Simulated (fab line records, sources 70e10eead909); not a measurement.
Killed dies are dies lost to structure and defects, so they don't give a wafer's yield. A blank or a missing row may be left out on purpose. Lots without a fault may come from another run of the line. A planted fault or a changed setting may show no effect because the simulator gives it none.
Chamber matching | flow nand_harc | NHARC_P_CONTACT_DEP_30 on pecvd-04: 3 sister chambers
The step deposits SiNx, target thk 30 nm. 6 wafers are shown with their chamber, then 12 later ones without.

WAFERS WITH THEIR CHAMBER
wafer  | chamber | heater_power_w (W) | heater_power_outer_w (W)
L086.6 | 0       | 742                | 394
L089.2 | 0       | 685                | 359
L087.6 | 1       | 531                | 293
L088.2 | 1       | 614                | 358
L088.3 | 2       | 674                | 399
L088.5 | 2       | 696                | 408

WAFERS WITHOUT THEIR CHAMBER
wafer  | heater_power_w (W) | heater_power_outer_w (W)
L091.2 | 607                | 346
L091.4 | 615                | 362
L091.5 | 801                | 440
L092.2 | 617                | 383
L092.4 | 743                | 394
L092.5 | 637                | 373
L095.2 | 772                | 431
L095.4 | 706                | 429
L095.5 | 563                | 301
L094.1 | 811                | 438
L094.2 | 559                | 326
L094.4 | 561                | 284

WHICH CHAMBER EACH WENT THROUGH
wafer  | from the rows above          | in truth
L091.2 | can't be placed: 1 or 2 or 0 | 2
L091.4 | can't be placed: 1 or 2 or 0 | 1
L091.5 | can't be placed: 0 or 2      | 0
L092.2 | can't be placed: 2 or 1 or 0 | 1
L092.4 | can't be placed: 0 or 2      | 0
L092.5 | can't be placed: 2 or 0 or 1 | 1
L095.2 | can't be placed: 2 or 0      | 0
L095.4 | can't be placed: 2 or 0      | 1
L095.5 | 1                            | 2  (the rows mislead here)
L094.1 | can't be placed: 0 or 2      | 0
L094.2 | 1                            | 1
L094.4 | 1                            | 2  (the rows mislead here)
Placed correctly: 1 of 12. Can't be placed from these rows: 9 (the true chamber is among the candidates in 8). Placed wrongly: 2.
How it was worked out, from the rows above alone: a wafer's distance from a chamber is the root of the sum, over the readings, of the square of ((its reading less the chamber's mean) divided by the reading's scatter). The wafer belongs to the nearest chamber; if the next one is less than 2 further off, it can't be placed. A chamber's mean is the mean of its shown wafers. The scatter: the root of (the sum of the squares of (reading less its chamber's mean) over the shown wafers, divided by (wafers less chambers)).
